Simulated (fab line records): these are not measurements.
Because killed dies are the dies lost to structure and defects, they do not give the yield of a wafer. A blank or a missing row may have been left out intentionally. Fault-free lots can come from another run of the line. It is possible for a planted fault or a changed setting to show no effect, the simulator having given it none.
A struck lot beside a sound one + flow nand_harc + 21 steps out of a route of 1159
Sound: the wafers L595.1, L595.2, L595.4. The struck wafers were L604.1, L604.5, L604.6. Last of all comes the cause.
Order at every step that has rows: each side's tool, ch and its chambers, its first start. Under that, the readings that differ: sound wafers + struck wafers + difference of the means + sigmas: that difference in standard deviations of wafers without a fault.
alike: a reading whose means differ by less than 2 such deviations, as well as words and numbers matching on both sides. not compared: withheld readings; readings where some wafer has no value; bounds like >300 that might hide an equal value; numbers whose values overlap and for which the record gives no deviation.
Wherever a step has rows on one side only, a row that says differs or no value, or a row with sigmas, the two part there. Numbers that don't overlap but have no deviation are shown without sigmas and don't part them. Lack of a reading on every wafer of one side parts them only where that side has two or more wafers.

NHARC_A_BLC_CVD_24: deposits W, target thk 150 nm, time 434 s.
  sound on cvd_w-01 ch 0,1; struck on cvd_w-02 ch 0,1
  alike: heater_power_w, throttle_valve_pct
NHARC_A_BLC_CMP_25: polishes, t overpolish 30 s, target thk 150 nm.
  sound on cmp-02 ch 0,2,3, day 18 05:36; struck on cmp-01 ch 0,1, day 20 09:03
  alike: motor_current_A, overpolish_run_s, time_to_endpoint_s
then, 1 step without rows for these wafers: NHARC_A_BLC_SRD_27.
NHARC_A_BLC_INSPECT_28:
  sound: defect_inspect-02 at day 18 06:01; struck: defect_inspect-01 at day 20 09:26
  alike: raw_defect_count
then, 7 steps without rows for these wafers: NHARC_A_M0_DEP_00 (deposits SiOC, target thk 150 nm); NHARC_A_M0_DEHYDRATE_01 (time 120 s); NHARC_A_M0_HMDS_02 (time 30 s); NHARC_A_M0_COAT_33 (time 65 s); NHARC_A_M0_COAT_03 (resist thk 90 nm); NHARC_A_M0_SOFTBAKE_04 (time 55 s); NHARC_A_M0_EBR_05.
NHARC_A_M0_EXPOSE_06: exposes mask A M0, target cd 80 nm.
  sound on arfi_scanner-02 ch 0, day 18 06:46; struck on arfi_scanner-03 ch 0, day 20 10:04
| reading              | sound             | struck            | difference | sigmas      |
|----------------------|-------------------|-------------------|------------|-------------|
| exposure_dose_mJ_cm2 | 83.07 83.04 83.12 | 69.97 69.93 70.05 | -13.09     | -99 or more |
  alike: mask
then, 2 steps without rows for these wafers: NHARC_A_M0_PEB_07 (peb time 65 s); NHARC_A_M0_DEVELOP_08 (develop time 35 s).
NHARC_A_M0_CD_MEAS_09: target cd 80 nm.
  sound on cd_sem-03 ch 0, day 18 06:55; struck on cd_sem-03 ch 0, day 20 10:13
| reading    | sound          | struck         | difference | sigmas |
|------------|----------------|----------------|------------|--------|
| cd_nm (nm) | 81.4 80.7 80.7 | 67.0 68.6 68.1 | -13.0      | -15    |
NHARC_A_M0_OVL_MEAS_10: pitch 160 nm.
  sound: overlay-02 at day 18 07:00; struck: overlay-01 at day 20 10:17
| reading           | sound          | struck       | difference | sigmas |
|-------------------|----------------|--------------|------------|--------|
| overlay_x_nm (nm) | -2.0 -1.7 -1.7 | -0.3 0.0 0.1 | +1.7       | +2     |
| overlay_y_nm (nm) | -1.5 -0.8 -0.7 | 1.3 1.1 0.9  | +2.1       | +3     |
NHARC_A_M0_INSPECT_11:
  sound: defect_inspect-01 at day 18 07:02; struck: defect_inspect-02 at day 20 10:20
  alike: raw_defect_count
NHARC_A_M0_DESCUM_14: chemistry O2, time 3 s.
  sound on rie_diel-03 ch 0,1,3, day 18 07:05; struck on rie_diel-01 ch 0,2,3, day 20 10:25
| reading               | sound             | struck            | difference | sigmas |
|-----------------------|-------------------|-------------------|------------|--------|
| model.A_M0.cd_nm (nm) | 80.75 80.06 80.82 | 65.48 67.78 67.82 | -13.52     |        |
  alike: chamber_pressure_mTorr, drypump_motor_current_A, oes_product_au, rf_vpp_V, showerhead_plenum_p_Torr, throttle_valve_pct
  not compared: rf_hours_counter_h
NHARC_A_M0_ETCH_34: etches the open film in N2/H2, target depth 40 nm, overetch 12 nm, time 43.94 s.
  sound on rie_diel-03 ch 0,1,2, day 18 07:11; struck on rie_diel-01 ch 0,1, day 20 10:36
  alike: chamber_pressure_mTorr, drypump_motor_current_A, oes_product_au, rf_vpp_V, showerhead_plenum_p_Torr, throttle_valve_pct
  not compared: rf_hours_counter_h
NHARC_A_M0_ETCH_15: etches the open film in C4F8/Ar, target depth 150 nm, overetch 15 nm, time 82.5 s.
  sound on rie_diel-03 ch 0,1,2; struck on rie_diel-01 ch 1,2,3
| reading               | sound            | struck            | difference | sigmas |
|-----------------------|------------------|-------------------|------------|--------|
| model.A_M0.cd_nm (nm) | 79.8 79.54 80.69 | 64.95 67.14 67.32 | -13.54     |        |
  alike: chamber_pressure_mTorr, oes_product_au, rf_vpp_V
  not compared: rf_hours_counter_h
NHARC_A_M0_CD_MEAS_16:
  sound: cd_sem-01 at day 18 07:23; struck: cd_sem-01 at day 20 10:49
| reading    | sound          | struck         | difference | sigmas |
|------------|----------------|----------------|------------|--------|
| cd_nm (nm) | 79.9 79.1 80.6 | 65.1 67.2 67.5 | -13.3      | -11    |

== WHERE THEY PART ==
First at NHARC_A_M0_EXPOSE_06; last, within this record, at NHARC_A_M0_CD_MEAS_16.

WHY: whatever the simulator had introduced
Drift in process parameters on arfi_scanner-03 at NHARC_A_M0_EXPOSE_06, starting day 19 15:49. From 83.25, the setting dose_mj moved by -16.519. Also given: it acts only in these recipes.
